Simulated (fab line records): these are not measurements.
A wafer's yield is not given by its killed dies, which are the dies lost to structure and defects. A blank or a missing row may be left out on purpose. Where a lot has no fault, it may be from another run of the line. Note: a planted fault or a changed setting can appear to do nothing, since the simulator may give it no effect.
Matching of chambers ; flow n5Finfet ; 4 sister chambers for N5_MOL_CONTACT_COAG_ETCH_91 on rieDiel-02
The step etches SOC in N2/H2, target depth 60 nm, overetch 21 nm, time 101.2 s. 8 wafers are shown with their chamber, then 7 later ones without.

WAFERS, EACH WITH ITS CHAMBER
wafer;chamber;drypumpMotorCurrentA (A);showerheadPlenumPTorr (Torr)
L082.1;3;5.41;2.44
L089.2;1;4.93;2.49
L089.3;0;5.45;2.42
L091.2;0;5.43;2.42
L091.4;2;5.81;2.59
L091.6;1;4.93;2.49
L092.2;2;5.81;2.59
L092.3;3;5.39;2.43

WAFERS WITHOUT THEIR CHAMBER
wafer;drypumpMotorCurrentA (A);showerheadPlenumPTorr (Torr)
L092.6;5.39;2.43
L095.2;5.47;2.41
L095.4;5.38;2.42
L095.5;5.80;2.59
L096.1;5.38;2.42
L096.4;5.48;2.41
L096.5;5.41;2.42

THE CHAMBER EACH PASSED THROUGH
wafer;from the rows above;in truth
L092.6;3;3
L095.2;0;0
L095.4;can't be placed: 3 or 0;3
L095.5;2;2
L096.1;can't be placed: 3 or 0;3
L096.4;0;0
L096.5;can't be placed: 0 or 3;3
4 of 7 placed correctly. Not placeable from these rows: 3 (in 3, the candidates include the true chamber). Placed wrongly: 0.
How it was worked out, from the rows above alone: a wafer's distance from a chamber is the root of the sum, over the readings, of the square of ((its reading less the chamber's mean) divided by the reading's scatter). The wafer belongs to the nearest chamber; if the next one is less than 2 further off, it can't be placed. A chamber's mean is the mean of its shown wafers. The scatter: the root of (the sum of the squares of (reading less its chamber's mean) over the shown wafers, divided by (wafers less chambers)).
